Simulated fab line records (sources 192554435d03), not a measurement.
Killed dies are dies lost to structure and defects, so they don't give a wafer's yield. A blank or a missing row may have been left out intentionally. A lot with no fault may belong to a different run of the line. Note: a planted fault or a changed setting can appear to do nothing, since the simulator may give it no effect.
Check of tool commonality / flow n5Finfet / Lots sampled 9, wafers sampled 24

== REASON IT WAS OPENED ==
At N5_BEOL_M3_OCD_MEAS_38 the reading trenchDepthNm is flagged on 2 of 9 lots. Wafers without a fault read 55.1 nm, standard deviation 1.6.
Rule: a lot gets a flag if all its wafers with a number sit over 4 standard deviations from that mean, or if no wafer of it has a number. All remaining lots are regarded as sound.

lot=L886; measured=day 7 14:46; on=ocd-01; trenchDepthNm (nm), wafer by wafer=53.9 54.1 56.3; flag=
lot=L887; measured=day 7 17:41; on=ocd-02; trenchDepthNm (nm), wafer by wafer=54.8 54.4; flag=
lot=L888; measured=day 7 20:21; on=ocd-01; trenchDepthNm (nm), wafer by wafer=53.7 54.0 57.2; flag=
lot=L891; measured=day 8 14:02; on=ocd-01; trenchDepthNm (nm), wafer by wafer=53.7 54.1 56.0; flag=
lot=L892; measured=day 8 22:43; on=ocd-02; trenchDepthNm (nm), wafer by wafer=53.3 54.1 56.8; flag=
lot=L893; measured=day 9 06:17; on=ocd-02; trenchDepthNm (nm), wafer by wafer=37.2 39.7 39.9; flag=FLAGGED
lot=L894; measured=day 9 18:05; on=ocd-02; trenchDepthNm (nm), wafer by wafer=39.7 38.9 37.1; flag=FLAGGED
lot=L900; measured=day 11 04:45; on=ocd-02; trenchDepthNm (nm), wafer by wafer=56.7 56.8; flag=
lot=L908; measured=day 13 00:31; on=ocd-02; trenchDepthNm (nm), wafer by wafer=53.9 54.6; flag=
The mean of the flagged lots' numbers is 38.8 nm, -16.4 nm from the usual (-10 standard deviations).

== WHICH TOOL RAN EACH LOT ==
Before the reading, the record contains 2 process steps out of a 1938-step route. Read each cell as the tool, then ch plus the chambers that the sampled wafers visited, then the start.
lot=L886; flag=; N5_BEOL_M3_ETCH_69=rieDiel-01 ch 0,1,2, day 7 06:58; N5_BEOL_M3_TRENCH_ETCH_37=rieDiel-04 ch 0,1,2, day 7 14:36
lot=L887; flag=; N5_BEOL_M3_ETCH_69=rieDiel-02 ch 2, day 7 16:29; N5_BEOL_M3_TRENCH_ETCH_37=rieDiel-04 ch 0,1, day 7 17:31
lot=L888; flag=; N5_BEOL_M3_ETCH_69=rieDiel-04 ch 0,1,2, day 7 19:08; N5_BEOL_M3_TRENCH_ETCH_37=rieDiel-02 ch 0,2,3, day 7 20:12
lot=L891; flag=; N5_BEOL_M3_ETCH_69=rieDiel-02 ch 1,2,3, day 8 13:19; N5_BEOL_M3_TRENCH_ETCH_37=rieDiel-04 ch 0,1,2, day 8 13:52
lot=L892; flag=; N5_BEOL_M3_ETCH_69=rieDiel-04 ch 0,2, day 8 19:20; N5_BEOL_M3_TRENCH_ETCH_37=rieDiel-02 ch 0,2,3, day 8 22:34
lot=L893; flag=FLAGGED; N5_BEOL_M3_ETCH_69=rieDiel-02 ch 1,2, day 9 03:40; N5_BEOL_M3_TRENCH_ETCH_37=rieDiel-04 ch 0,3, day 9 06:08
lot=L894; flag=FLAGGED; N5_BEOL_M3_ETCH_69=rieDiel-04 ch 0,2,3, day 9 13:08; N5_BEOL_M3_TRENCH_ETCH_37=rieDiel-04 ch 1,2,3, day 9 17:55
lot=L900; flag=; N5_BEOL_M3_ETCH_69=rieDiel-02 ch 2,3, day 11 02:58; N5_BEOL_M3_TRENCH_ETCH_37=rieDiel-01 ch 0,2, day 11 04:35
lot=L908; flag=; N5_BEOL_M3_ETCH_69=rieDiel-02 ch 2,3, day 12 23:16; N5_BEOL_M3_TRENCH_ETCH_37=rieDiel-02 ch 1,3, day 13 00:21
What these steps do:
- N5_BEOL_M3_ETCH_69: etches SiARC in CF4, target depth 15.6 nm, time 26 s.
- N5_BEOL_M3_TRENCH_ETCH_37: etches SiOC in C4F6/O2, target depth 55.555 nm, time 29.2 s.
- N5_BEOL_M3_OCD_MEAS_38

== FLAGGED AGAINST TOTAL, ONE TOOL AT A TIME (gauges that did the reading follow at the end) ==
step=N5_BEOL_M3_ETCH_69; tool=rieDiel-01; lots run=1; flagged=0; share of the flagged lots=none; sound lots run after its first flagged lot=-
step=N5_BEOL_M3_ETCH_69; tool=rieDiel-02; lots run=5; flagged=1; share of the flagged lots=some; sound lots run after its first flagged lot=2 (L900,L908)
step=N5_BEOL_M3_ETCH_69; tool=rieDiel-04; lots run=3; flagged=1; share of the flagged lots=some; sound lots run after its first flagged lot=0
step=N5_BEOL_M3_TRENCH_ETCH_37; tool=rieDiel-01; lots run=1; flagged=0; share of the flagged lots=none; sound lots run after its first flagged lot=-
step=N5_BEOL_M3_TRENCH_ETCH_37; tool=rieDiel-02; lots run=3; flagged=0; share of the flagged lots=none; sound lots run after its first flagged lot=-
step=N5_BEOL_M3_TRENCH_ETCH_37; tool=rieDiel-04; lots run=5; flagged=2; share of the flagged lots=all; sound lots run after its first flagged lot=0
step=N5_BEOL_M3_OCD_MEAS_38; tool=ocd-01; lots run=3; flagged=0; share of the flagged lots=none; sound lots run after its first flagged lot=-
step=N5_BEOL_M3_OCD_MEAS_38; tool=ocd-02; lots run=6; flagged=2; share of the flagged lots=all; sound lots run after its first flagged lot=2 (L900,L908)

== THE TABLE: WHAT IT ALLOWS ==
rieDiel-04 at N5_BEOL_M3_TRENCH_ETCH_37 and ocd-02 at N5_BEOL_M3_OCD_MEAS_38 are the 2 rows of the table that ran each flagged lot.
- rieDiel-04 at N5_BEOL_M3_TRENCH_ETCH_37 ran 5 lots, 2 of them flagged. Last sound lot L891 at day 8 13:52, first flagged lot L893 at day 9 06:08; a fault beginning in between fits. Its own readings lie more than 4 standard deviations out on every wafer of the flagged lots: rfFwdPowerW, rfVppV.
- ocd-02 at N5_BEOL_M3_OCD_MEAS_38 ran 6 lots, 2 of them flagged. Sound lots followed the first flagged one (L900, L908) on it, something a lasting fault affecting the whole tool could not allow.
What remains is a single tool, rieDiel-04 at N5_BEOL_M3_TRENCH_ETCH_37.

== WHAT HAD BEEN PUT IN BY THE SIMULATOR ==
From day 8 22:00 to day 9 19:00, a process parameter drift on rieDiel-04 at N5_BEOL_M3_TRENCH_ETCH_37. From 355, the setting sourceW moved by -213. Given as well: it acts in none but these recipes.
Shown lots that were struck: L893, L894. This agrees with what the rule above found.
